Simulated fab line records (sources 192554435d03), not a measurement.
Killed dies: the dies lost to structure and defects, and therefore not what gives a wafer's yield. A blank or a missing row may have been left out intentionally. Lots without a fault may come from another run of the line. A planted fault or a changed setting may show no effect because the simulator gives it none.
Which tool is to blame? -- flow n5 finfet -- 36 wafers sampled from 12 lots at 1 step of a route of 1938

WHAT THE GAUGES SHOWED, per wafer
N5_BEOL_M1_INSPECT_13: inspects for defects (brightfield).
lot,measured,on,raw defect count
L075,day 6 08:16,defect inspect-01,462 340 534
L077,day 6 23:10,defect inspect-02,278 372 346
L079,day 7 12:31,defect inspect-01,542 382 533
L081,day 7 23:56,defect inspect-01,462 354 427
L083,day 8 16:24,defect inspect-02,440 422 468
L085,day 9 06:23,defect inspect-02,399 344 386
L086,day 9 10:22,defect inspect-01,340 322 335
L089,day 9 17:33,defect inspect-01,316 390 595
L091,day 10 11:09,defect inspect-02,359 374 330
L093,day 10 18:31,defect inspect-02,372 373 381
L095,day 11 06:35,defect inspect-01,422 295 377
L097,day 11 18:59,defect inspect-02,420 498 437

TOOL THAT RAN EACH LOT (tool first, then ch and the chambers of the sampled wafers, then the start)
Before these readings, the record contains no process step.

THE ANSWER, worked out from the rows above alone
Rule: usual is defined by the lots themselves. Put in order of their means at a reading, lots are off if they are a third of the lots or fewer, leave a main group of 4 or more, and stand apart from it by a gap of 3 or more times the standard deviation of the main group's means; of several such gaps the widest counts. A main group is skipped when, at the precision printed for the reading in the tables above, its means are all equal. Also off: a lot with no number at a reading for which 4 or more lots have one. Any other lot the step has rows for is counted as sound.
No lot is off on any of the readings shown, so nothing can be concluded from this.

WHAT HAD BEEN PUT IN BY THE SIMULATOR
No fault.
